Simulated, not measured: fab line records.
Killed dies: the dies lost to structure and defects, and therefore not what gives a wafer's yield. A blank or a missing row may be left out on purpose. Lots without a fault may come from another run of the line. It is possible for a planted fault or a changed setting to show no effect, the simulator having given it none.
Split-lot experiment ; flow n5_finfet ; route with 1938 steps; 7 lots, 39 wafers read

THE SPLIT ITSELF
At N5_SD_EPI_N_DEVELOP_08 (develop time 30 s), the setting develop_time_s was moved away from the recipe's 30 s on 12 of the 39 wafers read, by -55.1% to +28.4%. All remaining wafers had this setting at the recipe value.

No step appears in the file between the split and the reading.

THE READING
Shown in nm: cd_nm at N5_SD_EPI_N_CD_MEAS_09, with target cd 120 nm. Typical for fault-free wafers on this fab line: 120.5 nm, with standard deviation 1.1 nm.

wafer;tool, chamber at the split;develop_time_s as run, s;against the recipe;cd_nm, nm;against lot-mates on the recipe
L074.1;litho_track-04, 0;30;recipe;122.1;-
L074.2;litho_track-04, 0;30;recipe;121.2;-
L074.3;litho_track-04, 0;30;recipe;121.1;-
L074.4;litho_track-04, 0;30;recipe;120.6;-
L074.5;litho_track-04, 0;30;recipe;121.4;-
L074.6;litho_track-04, 0;30;recipe;121.4;-
L075.1;litho_track-03, 0;30;recipe;119.2;-
L075.2;litho_track-03, 0;30;recipe;119.0;-
L075.3;litho_track-03, 0;30;recipe;118.5;-
L075.4;litho_track-03, 0;13.46;-55.1%;115.3;-3.6
L075.5;litho_track-03, 0;13.46;-55.1%;115.5;-3.4
L075.6;litho_track-03, 0;13.46;-55.1%;113.9;-5.0
L080.1;litho_track-03, 0;13.55;-54.8%;115.0;-4.4
L080.2;litho_track-03, 0;30;recipe;120.0;-
L080.3;litho_track-03, 0;13.55;-54.8%;114.0;-5.4
L080.4;litho_track-03, 0;30;recipe;120.3;-
L080.5;litho_track-03, 0;13.55;-54.8%;116.2;-3.2
L080.6;litho_track-03, 0;30;recipe;117.9;-
L086.1;litho_track-05, 0;30;recipe;121.9;-
L086.2;litho_track-05, 0;30;recipe;120.3;-
L086.3;litho_track-05, 0;30;recipe;120.1;-
L086.4;litho_track-05, 0;30;recipe;120.5;-
L086.5;litho_track-05, 0;30;recipe;121.5;-
L086.6;litho_track-05, 0;30;recipe;121.0;-
L091.1;litho_track-04, 0;30;recipe;120.9;-
L091.2;litho_track-04, 0;30;recipe;120.0;-
L091.3;litho_track-04, 0;20.54;-31.5%;118.3;-2.4
L091.4;litho_track-04, 0;20.54;-31.5%;120.7;+0.0
L091.5;litho_track-04, 0;30;recipe;121.3;-
L091.6;litho_track-04, 0;20.54;-31.5%;118.3;-2.4
L095.1;litho_track-04, 0;30;recipe;121.4;-
L095.5;litho_track-04, 0;30;recipe;121.6;-
L095.6;litho_track-04, 0;30;recipe;120.5;-
L097.1;litho_track-03, 0;30;recipe;118.0;-
L097.2;litho_track-03, 0;38.52;+28.4%;119.4;+0.5
L097.3;litho_track-03, 0;30;recipe;118.8;-
L097.4;litho_track-03, 0;38.52;+28.4%;120.0;+1.1
L097.5;litho_track-03, 0;38.52;+28.4%;120.8;+1.9
L097.6;litho_track-03, 0;30;recipe;119.9;-

FIT RESULTS
A straight line over all 39 wafers: cd_nm changes by +0.0754 nm for each +1% of develop_time_s; r = +0.79; the points scatter about the line by 1.4 nm.
The same after taking each lot's own level away (the mean of its wafers on the recipe; 39 wafers): +0.0679 nm for each +1%; r = +0.90; scatter 0.79 nm.
According to that fit, moving develop_time_s by its largest amount changes the reading by 3.7 nm.
From 118.90 to 121.30 nm: that is the span of the lots' own levels, equal to 2.2 times the standard deviation above.
So the lot-to-lot level blurs the effect unless lot-mates are compared.
Check: with one of the wafers moved furthest among these (-55.1%) left out of the fit, the line predicts -3.87 nm for it against its lot-mates. Against them it came out at -3.6 nm.

THE WHOLE CHAIN: every reading that the file lists as answering this split, in the file's order
step;what it does;reading;change (the file's fit);r (the file's)
N5_SD_EPI_N_CD_MEAS_09;target cd 120 nm;cd_nm;+0.0689 nm for each +1% of the setting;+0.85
N5_SD_EPI_N_DESCUM_14;chemistry O2, time 7.9 s;SD_EPI_N.cd_nm (the simulator's own value, which no gauge read);+0.0682 nm for each +1% of the setting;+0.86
N5_SD_EPI_N_ETCH_34;etches SiARC in CF4, target depth 45.5 nm, time 75.8 s;SD_EPI_N.cd_nm (the simulator's own value, which no gauge read);+0.0667 nm for each +1% of the setting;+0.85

THE FILE'S OWN FIT
cd_nm changes by +0.0689 nm for each +1% of develop_time_s, r = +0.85.
